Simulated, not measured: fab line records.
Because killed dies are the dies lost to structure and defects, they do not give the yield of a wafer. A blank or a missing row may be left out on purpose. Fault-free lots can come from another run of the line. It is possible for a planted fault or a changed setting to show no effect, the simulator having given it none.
Which tool was responsible? + flow n5-finfet + 30 wafers from 10 lots sampled at 5 of the route's 1938 steps

WHAT THE GAUGES SHOWED, per wafer
N5_WELL_APT_OVL_MEAS_09. Usual: NWELL_OVL -1 nm, standard deviation 5.6.
| lot  | measured    | on         | NWELL_OVL (nm) | flag |
|------|-------------|------------|----------------|------|
| L797 | day 2 02:02 | overlay-01 | 2 2 -4         |      |
| L799 | day 2 13:50 | overlay-02 | 0 -2 -5        |      |
| L800 | day 2 19:51 | overlay-01 | -3 -5 6        |      |
| L802 | day 3 07:44 | overlay-01 | 1 -6 -11       |      |
| L804 | day 3 20:01 | overlay-01 | 11 -5 -2       |      |
| L805 | day 4 01:51 | overlay-02 | -5 5 4         |      |
| L808 | day 4 19:38 | overlay-01 | -4 -3 -4       |      |
| L809 | day 5 01:51 | overlay-02 | -9 -18 -7      |      |
| L810 | day 5 08:04 | overlay-01 | 0 13 -2        |      |
| L811 | day 5 13:44 | overlay-01 | 3 7 -3         |      |

N5_WELL_APT_INSPECT_27: inspects for defects (macro). Usual: 2.1 for raw-defect-count, sd 1.5.
| lot  | measured    | on                | raw-defect-count | flag |
|------|-------------|-------------------|------------------|------|
| L797 | day 2 03:19 | defect-inspect-02 | 0 0 4            |      |
| L799 | day 2 15:16 | defect-inspect-02 | 3 1 3            |      |
| L800 | day 2 21:25 | defect-inspect-02 | 2 3 1            |      |
| L802 | day 3 08:53 | defect-inspect-02 | 4 3 2            |      |
| L804 | day 3 21:17 | defect-inspect-01 | 1 1 3            |      |
| L805 | day 4 03:07 | defect-inspect-02 | 0 2 1            |      |
| L808 | day 4 21:00 | defect-inspect-01 | 2 0 4            |      |
| L809 | day 5 04:01 | defect-inspect-01 | 3 3 5            |      |
| L810 | day 5 10:10 | defect-inspect-01 | 2 1 4            |      |
| L811 | day 5 15:20 | defect-inspect-01 | 1 2 2            |      |

N5_PMOS_HMC_CHANNEL_EPI_CD_MEAS_09: the cd target is 237.4 nm. Usual: 237.5 nm for cd-nm, sd 0.97.
| lot  | measured    | on        | cd-nm (nm)        | flag |
|------|-------------|-----------|-------------------|------|
| L797 | day 2 06:13 | cd-sem-01 | 237.8 237.0 235.8 |      |
| L799 | day 2 17:23 | cd-sem-01 | 237.2 237.8 237.6 |      |
| L800 | day 2 23:31 | cd-sem-01 | 236.5 236.8 235.8 |      |
| L802 | day 3 11:08 | cd-sem-01 | 236.7 237.0 237.2 |      |
| L804 | day 3 23:31 | cd-sem-01 | 236.6 235.3 235.9 |      |
| L805 | day 4 05:40 | cd-sem-02 | 238.0 238.0 237.5 |      |
| L808 | day 4 23:06 | cd-sem-02 | 238.7 237.9 239.1 |      |
| L809 | day 5 07:10 | cd-sem-01 | 238.6 239.8 238.6 |      |
| L810 | day 5 13:37 | cd-sem-03 | 236.1 235.7 237.2 |      |
| L811 | day 5 17:34 | cd-sem-02 | 237.9 237.6 237.6 |      |

N5_BEOL_M4_RC_MEAS_101. Usual: CJ_N 4.33, standard deviation 0.1; DIBL_N 36.9 mV/V, standard deviation 1.6; DIBL_P 37.1 mV/V, standard deviation 2; IOFF_N 0.17 nA/um, standard deviation 0.032; IOFF_N_85C 3.3 nA/um, standard deviation 0.51; IOFF_N_LIN 0.077 nA/um, standard deviation 0.012; IOFF_P 0.22 nA/um, standard deviation 0.036; ION_N 674 uA/um, standard deviation 12; ION_P 463 uA/um, standard deviation 7.8; RS_PWELL 3011 ohm/sq, standard deviation 23; SS_N 71.7 mV/dec, standard deviation 0.63; SS_P 73.5 mV/dec, standard deviation 0.62; VT_N 249 mV, standard deviation 3.3; VT_P -250 mV, standard deviation 3.5.
| lot  | measured     | on        | CJ_N           | DIBL_N (mV/V)  | DIBL_P (mV/V)  | IOFF_N (nA/um) | IOFF_N_85C (nA/um) | IOFF_N_LIN (nA/um) | IOFF_P (nA/um) | ION_N (uA/um) | ION_P (uA/um) | RS_PWELL (ohm/sq) | SS_N (mV/dec)    | SS_P (mV/dec)  | VT_N (mV)   | VT_P (mV)      | flag |
|------|--------------|-----------|----------------|----------------|----------------|----------------|--------------------|--------------------|----------------|---------------|---------------|-------------------|------------------|----------------|-------------|----------------|------|
| L797 | day 8 17:02  | prober-01 | 4.26 4.25 4.28 | 37.0 37.6 38.1 | 37.2 38.0 38.1 | 0.15 0.16 0.16 | 2.9 3.1 3.1        | 0.067 0.072 0.072  | 0.19 0.21 0.20 | 652 668 663   | 448 462 453   | 3023 3022 3051    | 70.9 71.8 71.5   | 74.1 74.3 73.8 | 251 252 252 | -257 -253 -253 |      |
| L799 | day 9 14:09  | prober-01 | 4.14 4.29 4.29 | 34.7 38.3 35.0 | 36.2 39.0 35.9 | 0.13 0.18 0.14 | 2.6 3.5 2.8        | 0.061 0.079 0.065  | 0.19 0.22 0.18 | 656 672 665   | 462 457 463   | 2981 2967 2976    | 70.8 72.0 70.9   | 73.8 74.0 73.2 | 253 249 251 | -251 -251 -252 |      |
| L800 | day 9 14:29  | prober-02 | 4.50 4.28 4.40 | 34.2 35.7 35.4 | 32.1 35.6 34.8 | 0.12 0.14 0.14 | 2.5 2.9 2.8        | 0.058 0.068 0.068  | 0.15 0.20 0.19 | 660 669 672   | 453 458 463   | 2978 2982 3002    | 70.8 70.7 70.8   | 73.2 73.9 72.8 | 254 252 251 | -257 -251 -253 |      |
| L802 | day 10 04:57 | prober-01 | 4.37 4.48 4.44 | 38.6 37.5 37.1 | 38.0 36.6 36.7 | 0.19 0.17 0.18 | 3.7 3.4 3.5        | 0.088 0.077 0.082  | 0.27 0.22 0.23 | 674 670 677   | 464 459 463   | 2998 2994 3007    | 72.3 71.8 72.2   | 73.7 74.0 73.6 | 248 249 248 | -247 -250 -246 |      |
| L804 | day 10 13:26 | prober-02 | 4.50 4.26 4.45 | 35.0 35.6 38.5 | 35.4 38.5 39.7 | 0.15 0.16 0.21 | 2.9 3.2 3.9        | 0.064 0.076 0.088  | 0.18 0.23 0.26 | 660 687 678   | 451 467 465   | 2970 2984 3013    | 71.0 70.9 71.1   | 73.3 73.9 74.3 | 252 250 249 | -253 -251 -250 |      |
| L805 | day 10 22:04 | prober-01 | 4.53 4.31 4.31 | 40.8 38.9 39.1 | 38.5 37.9 39.2 | 0.25 0.20 0.22 | 4.5 3.8 4.0        | 0.103 0.090 0.099  | 0.22 0.21 0.23 | 689 679 700   | 457 457 467   | 3023 3033 3028    | 72.4 71.8 71.7   | 73.9 74.1 74.0 | 242 245 244 | -253 -253 -252 |      |
| L808 | day 11 01:46 | prober-01 | 1.32 1.35 1.39 | 45.3 44.3 72.9 | 38.2 37.3 38.7 | 0.49 0.45 5.67 | 8.0 7.4 62.0       | 0.117 0.110 0.288  | 0.24 0.22 0.25 | 698 701 706   | 473 474 455   | 3219 3206 3201    | 78.5 78.5 109.0  | 73.7 72.7 73.4 | 244 245 240 | -249 -252 -249 | OFF  |
| L809 | day 12 08:14 | prober-02 | 4.38 4.38 4.36 | 35.2 37.9 34.6 | 35.0 37.9 33.6 | 0.13 0.17 0.12 | 2.6 3.3 2.4        | 0.063 0.079 0.058  | 0.18 0.23 0.17 | 657 667 660   | 453 461 456   | 3025 3009 3011    | 71.4 72.0 70.8   | 72.7 74.2 73.7 | 254 251 253 | -254 -250 -256 |      |
| L810 | day 11 17:25 | prober-01 | 1.40 1.40 1.37 | 70.6 68.3 52.7 | 39.2 39.5 36.4 | 5.48 4.81 1.34 | 59.5 53.8 18.3     | 0.281 0.262 0.141  | 0.25 0.25 0.21 | 713 703 682   | 465 465 457   | 3208 3172 3202    | 107.7 105.9 90.7 | 74.0 73.4 73.9 | 241 240 243 | -244 -249 -252 | OFF  |
| L811 | day 12 11:32 | prober-01 | 4.23 4.45 4.39 | 36.4 36.5 36.6 | 39.1 37.9 37.2 | 0.17 0.18 0.16 | 3.4 3.5 3.2        | 0.080 0.081 0.074  | 0.25 0.23 0.21 | 680 679 676   | 473 461 460   | 2978 3019 3026    | 72.1 71.7 71.1   | 74.0 74.3 74.2 | 253 249 254 | -248 -249 -254 |      |

WHAT TOOL EACH LOT RAN ON (gives the tool, then ch and the chambers of the sampled wafers, and finally the start)
| lot  | N5_WELL_APT_IMPLANT_32         |
|------|--------------------------------|
| L797 | implanter-02 ch 0, day 2 03:59 |
| L799 | implanter-01 ch 0, day 2 15:38 |
| L800 | implanter-02 ch 0, day 2 21:51 |
| L802 | implanter-01 ch 0, day 3 09:11 |
| L804 | implanter-01 ch 0, day 3 21:40 |
| L805 | implanter-02 ch 0, day 4 03:50 |
| L808 | implanter-01 ch 0, day 4 21:19 |
| L809 | implanter-02 ch 0, day 5 05:10 |
| L810 | implanter-01 ch 0, day 5 11:49 |
| L811 | implanter-02 ch 0, day 5 15:41 |
- N5_WELL_APT_IMPLANT_32

WHAT THE TOOLS THEMSELVES READ (means of the sampled wafers that have a number; where no wafer has one, the mark that the record gives instead)
N5_WELL_APT_IMPLANT_32. Usual: beam-on-s 10.02 s, standard deviation 0.21; dose-ions-cm2 1.9998e+13, standard deviation 2.2e+10; faraday-current-uA 253, standard deviation 5.3; rotation-deg 0.000 degrees, standard deviation 0.022.
| lot  | tool         | beam-on-s (s) | dose-ions-cm2 | faraday-current-uA | rotation-deg (degrees) | flag |
|------|--------------|---------------|---------------|--------------------|------------------------|------|
| L797 | implanter-02 | 10.25         | 2.0028e+13    | 247                | 0.022                  |      |
| L799 | implanter-01 | 10.25         | 1.9992e+13    | 247                | 0.021                  |      |
| L800 | implanter-02 | 10.12         | 1.9987e+13    | 251                | -0.011                 |      |
| L802 | implanter-01 | 9.94          | 1.9986e+13    | 255                | -0.047                 |      |
| L804 | implanter-01 | 9.87          | 2.0026e+13    | 257                | 0.003                  |      |
| L805 | implanter-02 | 10.17         | 1.9984e+13    | 250                | 0.012                  |      |
| L808 | implanter-01 | 9.89          | 1.9950e+12    | 26                 | 0.004                  | OFF  |
| L809 | implanter-02 | 9.96          | 1.9998e+13    | 256                | 0.003                  |      |
| L810 | implanter-01 | 10.07         | 2.0227e+12    | 25                 | -0.009                 | OFF  |
| L811 | implanter-02 | 10.01         | 2.0015e+13    | 253                | 0.012                  |      |

THE ANSWER, worked out from the rows above alone
Rule: a lot is off if the mean of its wafers that have a number lies more than 3 standard deviations from the usual mean. Also off: a lot with no number at a reading for which 4 or more lots have one. Where the step has rows for the other lots, those lots are counted as sound. First the gauges in route order, then the tools' own readings, where a lot's mean is used as printed above. At the first step where some lot is off, the reading lying furthest off is the one used; lots without a number count as furthest.
Off: at N5_BEOL_M4_RC_MEAS_101 (IOFF_N), L808, L810.
A tool fits if, at a process step before that reading, it ran every lot that is off, and no sound lot after the first of them. The gauges at N5_BEOL_M4_RC_MEAS_101 aren't tried: what is off there is off at N5_WELL_APT_IMPLANT_32 too, on other tools, and a gauge's error can't cause that. One fits: implanter-01 at N5_WELL_APT_IMPLANT_32. Its last sound lot is L804 (day 3 21:40), its first lot that is off L808 (day 4 21:19): a fault that began between those two fits.
The tool's own readings at N5_WELL_APT_IMPLANT_32 bear it out: on the lots that are off they differ by more than 5 times the standard deviation of the sound lots' means. dose-ions-cm2 reads 2.0088e+12 there against 2.0002e+13 on the sound lots; faraday-current-uA reads 26 there against 252 on the sound lots.

WHAT WAS PUT IN BY THE SIMULATOR
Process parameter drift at N5_WELL_APT_IMPLANT_32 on implanter-01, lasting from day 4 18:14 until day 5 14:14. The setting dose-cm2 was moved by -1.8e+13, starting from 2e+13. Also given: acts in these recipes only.
Shown lots that were struck: L808, L810. Same finding as the rule above.
